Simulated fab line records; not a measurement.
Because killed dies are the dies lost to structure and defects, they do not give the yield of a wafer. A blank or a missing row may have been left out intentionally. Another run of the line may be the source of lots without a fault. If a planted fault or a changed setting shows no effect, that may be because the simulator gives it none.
The same fault as seen by 3 desks | flow n5 finfet | what lay behind the numbers comes last; until then each desk has only its own

## THE TOOL OWNER'S DESK: pecvd-01
The tool's own readings at N5_ZERO_LAYER_PECVD_02 (deposits SiO2 from SiH4/N2O, target thk 10 nm, time 6 s): means of the sampled wafers that have a number, for each lot that ran on this tool. Marked OUT: a lot whose mean sits more than 4 standard deviations from the usual mean, which makes it out of limits; the brackets give that distance.
Columns: A = heater power w at N5_ZERO_LAYER_PECVD_02, usual 784 W; B = showerhead plenum p Torr at N5_ZERO_LAYER_PECVD_02, usual 8.18 Torr; C = showerhead vpp V at N5_ZERO_LAYER_PECVD_02, usual 1004 V; D = susceptor temp C at N5_ZERO_LAYER_PECVD_02, usual 400.01 C
lot  | first seen here | A   | B    | C    | D
L916 | day 2 18:17     | 725 | 8.21 | 971  | 399.95
L917 | day 3 00:17     | 754 | 8.17 | 1007 | 399.89
L919 | day 3 12:28     | 732 | 8.21 | 984  | 400.28
L922 | day 4 06:17     | 831 | 8.20 | 923  | 399.70
This desk's verdict: no lot among the 4 shows anything out of limits.

## FROM THE METROLOGY DESK
What the gauges read for every lot (on any tool): the sampled wafers with a number, averaged. Marked OUT: a lot whose mean sits more than 4 standard deviations from the usual mean, which makes it out of limits; the brackets give that distance. Readings shown: 7 of its 10, picked as those furthest out on some lot.
Columns: A = DIBL_P at N5_BEOL_M4_RC_MEAS_101, usual 37.1 mV/V; B = IOFF_N at N5_BEOL_M4_RC_MEAS_101, usual 0.17 nA/um; C = IOFF_P at N5_BEOL_M4_RC_MEAS_101, usual 0.23 nA/um; D = ION_P at N5_BEOL_M4_RC_MEAS_101, usual 462 uA/um; E = SS_N at N5_BEOL_M4_RC_MEAS_101, usual 71.8 mV/dec; F = VT_N at N5_BEOL_M4_RC_MEAS_101, usual 250 mV; G = VT_P at N5_BEOL_M4_RC_MEAS_101, usual -249.7 mV
lot  | first seen here | A    | B    | C    | D   | E    | F   | G
L913 | day 8 12:55     | 36.8 | 0.16 | 0.22 | 462 | 71.9 | 251 | -250.3
L916 | day 9 04:04     | 36.3 | 0.14 | 0.22 | 458 | 71.6 | 252 | -249.6
L917 | day 9 06:11     | 38.8 | 0.18 | 0.25 | 458 | 71.9 | 250 | -247.3
L919 | day 10 02:44    | 41.2 | 0.25 | 0.31 | 468 | 72.9 | 242 | -244.9
L922 | day 11 01:46    | 36.5 | 0.17 | 0.23 | 460 | 71.8 | 251 | -248.6
L929 | day 12 15:24    | 34.9 | 0.13 | 0.16 | 449 | 71.5 | 256 | -254.8
L934 | day 13 14:10    | 37.0 | 0.17 | 0.24 | 477 | 71.5 | 248 | -246.8
This desk's verdict: no lot among the 7 shows anything out of limits.

## THE DEFECT DESK
Per lot, the means of the sampled wafers with a number show what the inspections along the route counted. Marked OUT: a lot whose mean sits more than 4 standard deviations from the usual mean, which makes it out of limits; the brackets give that distance.
Columns: A = raw defect count at N5_START_INSPECT_01, usual 5.8
lot  | first seen here | A
L913 | day 2 00:02     | 5.3
L916 | day 2 18:02     | 8.3
L917 | day 3 00:02     | 7.0
L919 | day 3 12:02     | 5.5
L922 | day 4 06:02     | 6.5
L929 | day 6 00:02     | 4.3
L934 | day 7 06:02     | 5.7
This desk's verdict: no lot among the 7 shows anything out of limits.

## TAKEN TOGETHER
The tool owner's desk saw nothing out of limits.
Metrology desk: nothing out of limits seen.
Nothing the defect desk looked at was out of limits.

## WHAT WAS PUT IN BY THE SIMULATOR
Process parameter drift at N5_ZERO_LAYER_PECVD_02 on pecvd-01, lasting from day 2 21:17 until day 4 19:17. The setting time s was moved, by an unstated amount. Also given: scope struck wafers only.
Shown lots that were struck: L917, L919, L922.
